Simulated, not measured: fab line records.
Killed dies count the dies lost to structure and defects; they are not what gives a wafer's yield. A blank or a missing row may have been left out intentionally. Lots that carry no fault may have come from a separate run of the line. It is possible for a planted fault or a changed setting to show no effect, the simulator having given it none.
Matching of chambers :: flow n5-finfet :: 4 sister chambers for N5_HKMG_FIN_ETCH_35 on rie-diel-02
The step etches SOC in N2/H2, target depth 215.8 nm, time 243.4 s. 4 wafers are shown with their chamber, then 9 later ones without.

== WAFERS WITH THEIR CHAMBER ==
wafer: L081.3
chamber: 0
drypump-motor-current-A (A): 5.3

wafer: L083.6
chamber: 1
drypump-motor-current-A (A): 6.1

wafer: L087.1
chamber: 2
drypump-motor-current-A (A): 5.7

wafer: L087.5
chamber: 3
drypump-motor-current-A (A): 5.9

== WAFERS WITHOUT THEIR CHAMBER ==
wafer: L093.2
drypump-motor-current-A (A): 6.1

wafer: L093.4
drypump-motor-current-A (A): 5.9

wafer: L093.5
drypump-motor-current-A (A): 6.1

wafer: L094.3
drypump-motor-current-A (A): 6.2

wafer: L094.4
drypump-motor-current-A (A): 5.2

wafer: L094.5
drypump-motor-current-A (A): 5.2

wafer: L096.2
drypump-motor-current-A (A): 5.3

wafer: L096.4
drypump-motor-current-A (A): 6.1

wafer: L096.6
drypump-motor-current-A (A): 5.2

== EACH ONE'S CHAMBER ==
wafer: L093.2
from the rows above: 1
in truth: 1

wafer: L093.4
from the rows above: 3
in truth: 3

wafer: L093.5
from the rows above: 1
in truth: 1

wafer: L094.3
from the rows above: 1
in truth: 1

wafer: L094.4
from the rows above: 0
in truth: 0

wafer: L094.5
from the rows above: 0
in truth: 0

wafer: L096.2
from the rows above: 0
in truth: 0

wafer: L096.4
from the rows above: 1
in truth: 1

wafer: L096.6
from the rows above: 0
in truth: 0
Placed correctly: 9 of 9. From these rows, 0 cannot be placed. Number placed wrongly: 0.
How it was worked out, from the rows above alone: a wafer's distance from a chamber is the root of the sum, over the readings, of the square of ((its reading less the chamber's mean) divided by the reading's scatter). If the next closest chamber is less than 2 further off than the closest, the wafer can't be placed; otherwise it belongs to the closest. For every chamber, the mean is computed from those of its wafers that are shown. The scatter (one wafer shown for each chamber): square how far every hidden wafer sits from the nearest shown wafer, average those squares and take the square root.
